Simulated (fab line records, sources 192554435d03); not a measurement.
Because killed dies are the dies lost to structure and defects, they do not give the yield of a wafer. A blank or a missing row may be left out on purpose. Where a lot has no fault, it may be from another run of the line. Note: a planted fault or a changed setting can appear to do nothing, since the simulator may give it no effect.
Code-filled problem report in 8D (eight disciplines) form	flow n5-finfet	the parts of the form that need people (team, actions taken, sign-off) are left out

== 1. WHAT IS WRONG ==
Wafers without a fault read 400.01 C, standard deviation 0.23; susceptor-temp-C at N5_BEOL_M10_PECVD_70 reads a mean of 386.28 C on 6 wafers belonging to 2 lots. Relative to the usual mean, that is a shift of -60 standard deviations.
The step: deposits SiO2 from TEOS/O2, target thk 20 nm, time 22.7 s.
The first sign was on wafer L201.1 at day 13 06:14, on pecvd-03. Wafers with a number at this step in the record: 27, from 9 lots. The rule behind "out" and "out of limits": a value lying over 4 standard deviations away from the usual mean. All remaining wafers that have a number are taken as sound.

== 2. WHAT IT IS AND WHAT IT IS NOT ==
question	is	is not
which readings at this step	susceptor-temp-C	heater-power-w, showerhead-plenum-p-Torr, throttle-valve-pct
which lots	L201, L207	L199, L212, L215, L216, L217, L219, L220
which wafers of those lots	all that have a number	-
read on which tools	pecvd-03	pecvd-01, pecvd-02
when	from day 13 06:14	up to then (3 sound wafers); but 18 sound wafers of L212, L215, L216, L217, L219, L220 came after

== 3. WHAT RULES OUT EACH SUSPECT ==
Counting: a tool at any process step up to the reading remains a suspect when it ran all the lots that are out and ran no sound lot after the first of those.
- rie-diel-06 at N5_BEOL_M9_ETCH_65 (etches SiARC in CF4, target depth 15.6 nm, time 26 s): ruled out as a lasting fault. Following L201 (day 13 02:11), the first lot on it that is out, the sound lots L219, L220 were run on it.
- rie-diel-06 at N5_BEOL_M9_VIA_ETCH_34 (etches SiCOH lowk in C4F6/O2, target depth 182.4 nm, time 68.4 s): ruled out as a lasting fault. Following L201 (day 13 02:19), the first lot on it that is out, the sound lots L219, L220 were run on it.
- pecvd-03 at N5_BEOL_M10_PECVD_70 (deposits SiO2 from TEOS/O2, target thk 20 nm, time 22.7 s): ruled out as a lasting fault. Following L201 (day 13 06:14), the first lot on it that is out, the sound lots L216, L217 were run on it.
Left after counting: nothing in the record.

== 4. THE CAUSE (what the simulator had put in) ==
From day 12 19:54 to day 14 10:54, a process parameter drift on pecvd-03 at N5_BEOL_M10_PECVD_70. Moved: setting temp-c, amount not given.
Counting ruled it out, wrongly.

== 5. SEQUENCE OF EFFECTS, ordered by route ==
Each row: a reading where the mean over the struck wafers with a number is more than 3 standard deviations away from the usual. Scope: only readings with a usual standard deviation given in the record; hours: median across lots of the time from each lot's start at the first step in this table that gives one to its start at this step; sigmas: change in usual standard deviations.
hours	step	reading	usual	on struck wafers	change	sigmas
0	N5_BEOL_M10_PECVD_70	susceptor-temp-C	400.01 C	386.28	-13.73	-60
8	N5_BEOL_M10_CMP_52	barrier-field-endpoint-s	28.6 s	31.4	+2.8	+4.1
Here are the process steps it includes:
- N5_BEOL_M10_PECVD_70: deposits SiO2 from TEOS/O2, target thk 20 nm, time 22.7 s.
- N5_BEOL_M10_CMP_52: polishes, stops on SiCOH lowk, t overpolish 7 s, target thk 140 nm.

== 6. HOW IT WOULD HAVE BEEN CAUGHT EARLIER ==
In this record the first reading out of limits was taken at day 13 06:14, 10 hours after the fault began at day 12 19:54.
